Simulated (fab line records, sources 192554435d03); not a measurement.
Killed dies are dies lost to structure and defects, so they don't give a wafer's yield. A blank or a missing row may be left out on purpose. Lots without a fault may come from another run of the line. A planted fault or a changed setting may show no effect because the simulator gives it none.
A struck lot beside a sound one | flow n5_finfet | 16 steps out of a route of 1938
Sound: wafers L955.1, L955.3, L955.5. Struck: wafers L965.5, L965.6. (L965.1 of the same lot was not struck and is left out.) The cause comes at the end.
At each step with rows: each side's tool, then ch and its chambers, then its first start. Under that, the readings that differ: sound wafers | struck wafers | difference of the means | sigmas: that difference in standard deviations of wafers without a fault.
alike: readings whose means differ by less than 2 such deviations, and words and numbers that are the same on both sides. not compared: withheld readings, readings that some wafer has no value for, bounds like >300 that may hide the same value, and numbers for which the record gives no deviation and whose values overlap.
The two part at a step that has a row with sigmas, a row that says differs or no value, or rows on one side only. Numbers that don't overlap but have no deviation are shown without sigmas and don't part them. A reading that every wafer of one side lacks parts them only if that side has two wafers or more.

N5_FIN_CUT_CD_MEAS_08: target cd 29.1 nm.
  sound on cd_sem-01 ch 0, day 2 15:06; struck on cd_sem-01 ch 0, day 5 18:20
  alike: cd_nm
N5_FIN_CUT_OVL_MEAS_09:
  sound on overlay-02 ch 0, day 2 15:08; struck on overlay-01 ch 0, day 5 18:22
  alike: FIN_CUT_OVL
N5_FIN_CUT_INSPECT_10: inspects for defects (brightfield).
  sound on defect_inspect-02, day 2 15:11; struck on defect_inspect-02, day 5 18:26
  alike: raw_defect_count
N5_FIN_CUT_DESCUM_13: chemistry O2, time 7 s.
  sound on rie_diel-04 ch 1,2, day 2 15:14; struck on rie_diel-05 ch 2,3, day 5 18:28
  alike: drypump_motor_current_A, oes_product_au, rf_vpp_V, showerhead_plenum_p_Torr, throttle_valve_pct
  not compared: rf_hours_counter_h
then, 1 step without rows for these wafers: N5_FIN_CUT_ETCH_30 (etches underlayer in N2/H2, target depth 13 nm, time 10.4 s).
N5_FIN_CUT_ETCH_20: etches SiARC in CF4, target depth 26 nm, time 43.3 s.
  sound on rie_diel-04 ch 1,2, day 2 15:17; struck on rie_diel-05 ch 2,3, day 5 18:31
  alike: cf4_flow_sccm, drypump_motor_current_A, etch_rf_on_time_s, oes_product_au, rf_vpp_V, showerhead_plenum_p_Torr, throttle_valve_pct
  not compared: rf_hours_counter_h
then, 3 steps without rows for these wafers: N5_FIN_CUT_ETCH_21 (etches SOC in N2/H2, target depth 219 nm, overetch 43.8 nm, time 523.5 s); N5_FIN_CUT_STRIP_23 (strips in N2/H2); N5_FIN_CUT_STRIP_31 (strips in N2/H2).
N5_FIN_CUT_STRIP_24: strips in CF4.
  sound on rie_diel-04 ch 1,2, day 2 15:38; struck on rie_diel-05 ch 2,3, day 5 18:53
  alike: cf4_flow_sccm, drypump_motor_current_A, oes_product_au, rf_vpp_V, showerhead_plenum_p_Torr, throttle_valve_pct
  not compared: rf_hours_counter_h
then, 1 step without rows for these wafers: N5_FIN_CUT_CUT_ETCH_26 (etches SiNx in CH3F/O2, target depth 39 nm, time 55.7 s).
N5_FIN_CUT_CUT_ETCH_27: etches SiO2 in CHF3/O2, target depth 4 nm, overetch 2 nm, time 4.9 s.
  sound on rie_diel-04 ch 1,2, day 2 15:43; struck on rie_diel-05 ch 2,3, day 5 18:57
  alike: drypump_motor_current_A, oes_product_au, rf_vpp_V, showerhead_plenum_p_Torr, throttle_valve_pct
  not compared: rf_hours_counter_h
N5_FIN_CUT_PRECLEAN_35: cleans in vHF, time 13.3 s.
  sound on vapor_etch-01 ch 0,1, day 2 15:47; struck on vapor_etch-01 ch 0,1, day 5 19:01
  reading    | sound          | struck        | difference | sigmas
  time_s (s) | 13.3 13.3 13.3 | 10.472 10.472 | -2.828     |
  alike: drypump_motor_current_A, pressure_torr
N5_FIN_CUT_CUT_ETCH_15: etches Si in HBr/Cl2/O2, target depth 100 nm, bt time 10 s, time 42.4 s.
  sound on rie_si-01 ch 1,2, day 2 15:52; struck on rie_si-01 ch 1,2, day 5 19:06
  alike: drypump_motor_current_A, oes_product_au, throttle_valve_pct
  not compared: rf_hours_counter_h
-- the record jumps here: 12 days lie between the struck wafers' starts before and after (it left off in module FIN_CUT and takes up again in module BEOL_M4, whose first step shown is number 1111 of the route) --
N5_BEOL_M4_RC_MEAS_101:
  sound on prober-01 ch 0, day 16 11:26; struck on prober-02 ch 0, day 17 18:32
  alike: DIBL_N, DIBL_P, IOFF_N, IOFF_P, ION_N, ION_P, SS_N, SS_P, VT_N, VT_P
-- the record jumps here: 5 days lie between the struck wafers' starts before and after (it left off in module BEOL_M4 and takes up again in module PASSIVATION, whose first step shown is number 1936 of the route) --
N5_PASSIVATION_PROBE_49:
  sound on prober-01, day 21 16:14; struck on prober-02, day 22 14:04
  alike: defect_limited_yield, killed_at_M0_to_M3, killed_at_M4_up, killed_at_contacts, killed_at_front_end, killed_at_other, killed_dies, killed_open, killed_short, sort_bin_5_function, sort_bin_6_memory, sort_n_pass, sort_yield_pct

WHERE THEY PART
Nowhere in this record.

WHY: what the simulator had put in
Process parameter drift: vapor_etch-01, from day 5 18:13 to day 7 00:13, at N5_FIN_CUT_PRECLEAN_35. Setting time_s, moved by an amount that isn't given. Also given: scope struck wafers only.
